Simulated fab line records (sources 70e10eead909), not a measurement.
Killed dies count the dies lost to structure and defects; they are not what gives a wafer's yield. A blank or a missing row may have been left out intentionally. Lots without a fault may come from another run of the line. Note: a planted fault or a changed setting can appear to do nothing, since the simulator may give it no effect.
Which of the tools did it? / flow nandHarc / Sampling: 13 lots, 39 wafers, 2 of 1159 route steps

WHAT THE GAUGES READ, wafer by wafer
NHARC_P_CONTACT_CD_MEAS_19. Usual: cdNm at 90.0 nm, with a standard deviation of 1.9.
lot=L817; measured=day 6 06:40; on=cdSem-01; cdNm (nm)=87.0 89.4 86.1; flag=
lot=L818; measured=day 6 07:25; on=cdSem-01; cdNm (nm)=87.8 88.7 86.7; flag=
lot=L819; measured=day 6 14:30; on=cdSem-02; cdNm (nm)=91.2 95.5 92.1; flag=
lot=L821; measured=day 7 04:56; on=cdSem-03; cdNm (nm)=90.3 92.5 91.4; flag=
lot=L822; measured=day 7 06:49; on=cdSem-02; cdNm (nm)=90.4 90.4 90.9; flag=
lot=L823; measured=day 7 15:01; on=cdSem-01; cdNm (nm)=92.3 91.2 89.1; flag=
lot=L824; measured=day 7 21:11; on=cdSem-03; cdNm (nm)=88.8 89.4 88.6; flag=
lot=L825; measured=day 8 05:17; on=cdSem-03; cdNm (nm)=86.0 87.0 90.2; flag=
lot=L826; measured=day 8 18:55; on=cdSem-03; cdNm (nm)=89.8 90.4 92.2; flag=
lot=L827; measured=day 8 21:47; on=cdSem-03; cdNm (nm)=90.8 89.1 87.5; flag=
lot=L830; measured=day 9 09:34; on=cdSem-01; cdNm (nm)=92.4 88.4 90.4; flag=
lot=L832; measured=day 10 01:26; on=cdSem-03; cdNm (nm)=87.3 89.3 89.2; flag=
lot=L838; measured=day 11 13:01; on=cdSem-01; cdNm (nm)=90.5 88.7 90.4; flag=

NHARC_P_M0_INSPECT_11. Usual: rawDefectCount at 4.0, with a standard deviation of 2.4.
lot=L817; measured=day 6 09:49; on=defectInspect-01; rawDefectCount=1 1 2; flag=
lot=L818; measured=day 6 10:48; on=defectInspect-01; rawDefectCount=7 5 6; flag=
lot=L819; measured=day 6 20:22; on=defectInspect-01; rawDefectCount=6 4 6; flag=
lot=L821; measured=day 7 08:21; on=defectInspect-02; rawDefectCount=3 7 1; flag=
lot=L822; measured=day 7 11:29; on=defectInspect-01; rawDefectCount=1 5 2; flag=
lot=L823; measured=day 7 20:24; on=defectInspect-01; rawDefectCount=1 4 11; flag=
lot=L824; measured=day 8 00:35; on=defectInspect-02; rawDefectCount=4 5 6; flag=
lot=L825; measured=day 8 18:07; on=defectInspect-02; rawDefectCount=2 1 4; flag=
lot=L826; measured=day 8 22:40; on=defectInspect-02; rawDefectCount=1 7 4; flag=
lot=L827; measured=day 9 04:08; on=defectInspect-02; rawDefectCount=6 9 4; flag=
lot=L830; measured=day 9 12:50; on=defectInspect-01; rawDefectCount=4 3 6; flag=
lot=L832; measured=day 10 04:52; on=defectInspect-01; rawDefectCount=1 4 2; flag=
lot=L838; measured=day 11 19:23; on=defectInspect-02; rawDefectCount=6 9 8; flag=

WHAT TOOL EACH LOT RAN ON (gives the tool, then ch and the chambers of the sampled wafers, and finally the start)
The record holds no process step before these readings.

WHAT THE TOOLS THEMSELVES READ (means of the sampled wafers that have a number; where no wafer has one, the mark that the record gives instead)
The record holds no such reading with a usual standard deviation.

THE ANSWER, worked out from the rows above alone
Rule: a lot counts as off when the mean over its wafers that have a number is more than 3 standard deviations away from the usual mean. A lot without any number at a reading at which 4 lots or more have one is off too. Any other lot the step has rows for is counted as sound. The gauges are gone through in route order, then the tools' own readings, and for those a lot's mean is taken as printed above. At the first step where some lot is off, the reading lying furthest off is the one used; lots without a number count as furthest.
None of the lots is off at any reading shown; this tells nothing.

WHAT WAS PUT IN BY THE SIMULATOR
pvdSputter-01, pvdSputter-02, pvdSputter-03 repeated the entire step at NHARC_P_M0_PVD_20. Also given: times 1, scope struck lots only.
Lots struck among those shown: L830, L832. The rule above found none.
